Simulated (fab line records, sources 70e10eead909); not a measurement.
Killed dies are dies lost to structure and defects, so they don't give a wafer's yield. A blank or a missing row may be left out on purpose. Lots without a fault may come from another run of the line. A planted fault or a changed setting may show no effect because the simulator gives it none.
Chamber matching | flow nand_harc | NHARC_A_CHANNEL_FILL_D1_ETCHBACK_19 on rie_si-01: 4 sister chambers
The step etches the open film in HBr/Cl2, target depth 5 nm, time 1.7 s. 4 wafers are shown with their chamber, then 7 later ones without.

WAFERS WITH THEIR CHAMBER
wafer  | chamber | oes_product_au (a.u.)
L206.3 | 1       | 0.999
L208.5 | 0       | 0.992
L216.2 | 3       | 0.992
L216.4 | 2       | 1.002

WAFERS WITHOUT THEIR CHAMBER
wafer  | oes_product_au (a.u.)
L216.5 | 0.996
L217.2 | 0.984
L217.4 | 1.003
L217.6 | 0.994
L218.1 | 1.005
L218.3 | 0.993
L218.5 | 1.000

WHICH CHAMBER EACH WENT THROUGH
wafer  | from the rows above               | in truth
L216.5 | can't be placed: 1 or 0 or 3 or 2 | 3
L217.2 | can't be placed: 0 or 3 or 1      | 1
L217.4 | can't be placed: 2 or 1           | 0
L217.6 | can't be placed: 0 or 3 or 1 or 2 | 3
L218.1 | can't be placed: 2 or 1           | 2
L218.3 | can't be placed: 0 or 3 or 1      | 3
L218.5 | can't be placed: 1 or 2 or 0 or 3 | 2
Placed correctly: 0 of 7. Can't be placed from these rows: 7 (the true chamber is among the candidates in 6). Placed wrongly: 0.
How it was worked out, from the rows above alone: a wafer's distance from a chamber is the root of the sum, over the readings, of the square of ((its reading less the chamber's mean) divided by the reading's scatter). The wafer belongs to the nearest chamber; if the next one is less than 2 further off, it can't be placed. A chamber's mean is the mean of its shown wafers. The scatter: with one shown wafer a chamber, the root of the mean of the squares of how far each hidden wafer lies from its nearest shown one.
